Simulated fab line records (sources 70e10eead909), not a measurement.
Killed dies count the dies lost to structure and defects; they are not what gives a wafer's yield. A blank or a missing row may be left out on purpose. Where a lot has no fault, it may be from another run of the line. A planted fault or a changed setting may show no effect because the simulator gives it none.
A lot that was struck, set against a sound lot -- flow nand_harc -- 14 steps out of a route of 1302
Sound: wafers L275.4, L275.5, L275.6. Wafers L270.5, L270.6 were the ones struck. At the end, the cause is stated.
For every step that has rows: the tool of each side, followed by ch and its chambers, followed by its first start. Under that, the readings that differ: sound wafers -- struck wafers -- difference of the means -- sigmas: that difference in standard deviations of wafers without a fault.
alike: same words and numbers on both sides, and readings whose means sit less than 2 such deviations apart. not compared: any withheld reading, any reading some wafer has no value for, any bound like >300 that may hide the same value, and any number with overlapping values for which the record gives no deviation.
A row with sigmas, a row that says differs or no value, or rows on one side alone: a step with any of these is where the two part. Non-overlapping numbers with no deviation appear without sigmas and do not part them. A reading that every wafer of one side lacks parts them only if that side has two wafers or more.

first, 8 steps without rows for these wafers: NHARC_A_SGD_CUT_COAT_56 (time 75 s); NHARC_A_SGD_CUT_COAT_57 (time 65 s); NHARC_A_SGD_CUT_COAT_03 (resist thk 90 nm); NHARC_A_SGD_CUT_SOFTBAKE_04 (time 55 s); NHARC_A_SGD_CUT_EBR_05; NHARC_A_SGD_CUT_EXPOSE_06 (exposes mask SGD); NHARC_A_SGD_CUT_PEB_07 (peb time 65 s); NHARC_A_SGD_CUT_DEVELOP_08 (develop time 35 s).
NHARC_A_SGD_CUT_CD_MEAS_09: the cd target is 100 nm.
  sound on cd_sem-01 ch 0, day 26 09:59; struck on cd_sem-01 ch 0, day 24 00:34
  alike: cd_nm
NHARC_A_SGD_CUT_OVL_MEAS_10:
  struck on overlay-02, day 24 00:38; sound on overlay-02, day 26 10:04
  alike: overlay_x_nm, overlay_y_nm
NHARC_A_SGD_CUT_INSPECT_11:
  struck on defect_inspect-02, day 24 00:40; sound on defect_inspect-01, day 26 10:07
  alike: raw_defect_count
NHARC_A_SGD_CUT_DESCUM_14: chemistry O2, time 3 s.
  sound on rie_diel-10 ch 1,2, day 26 10:10; struck on rie_diel-05 ch 1,3, day 24 00:47
reading,sound,struck,difference,sigmas
drypump_motor_current_A (A),5.84 5.84 6.26,5.39 5.40,-0.58,-2
  alike: oes_product_au, rf_vpp_V, showerhead_plenum_p_Torr, throttle_valve_pct
  not compared: rf_hours_counter_h
NHARC_A_SGD_CUT_ETCH_58: etches the open film in CF4, target depth 39 nm, time 65 s.
  sound on rie_diel-10 ch 0,1,2, day 26 10:16; struck on rie_diel-05 ch 0,1, day 24 00:52
reading,sound,struck,difference,sigmas
oes_product_au (a.u.),0.994 0.997 0.999,0.798 0.809,-0.193,-26
rf_vpp_V (V),150.1 149.7 151.0,152.6 153.0,+2.5,+2
  alike: drypump_motor_current_A, showerhead_plenum_p_Torr, throttle_valve_pct
  not compared: rf_hours_counter_h
NHARC_A_SGD_CUT_ETCH_59: etches the open film in N2/H2, target depth 260 nm, time 406.25 s.
  sound: rie_diel-10 ch 1,2; struck: rie_diel-05 ch 0,1
reading,sound,struck,difference,sigmas
drypump_motor_current_A (A),6.31 5.83 6.29,5.46 5.64,-0.59,-2
rf_vpp_V (V),426.7 427.5 426.1,430.1 432.5,+4.5,+2
  alike: oes_product_au, showerhead_plenum_p_Torr, throttle_valve_pct
  not compared: rf_hours_counter_h

== WHERE THEY PART ==
At NHARC_A_SGD_CUT_DESCUM_14 first; at NHARC_A_SGD_CUT_ETCH_59 last (within this record only).

WHY: what had been put in by the simulator
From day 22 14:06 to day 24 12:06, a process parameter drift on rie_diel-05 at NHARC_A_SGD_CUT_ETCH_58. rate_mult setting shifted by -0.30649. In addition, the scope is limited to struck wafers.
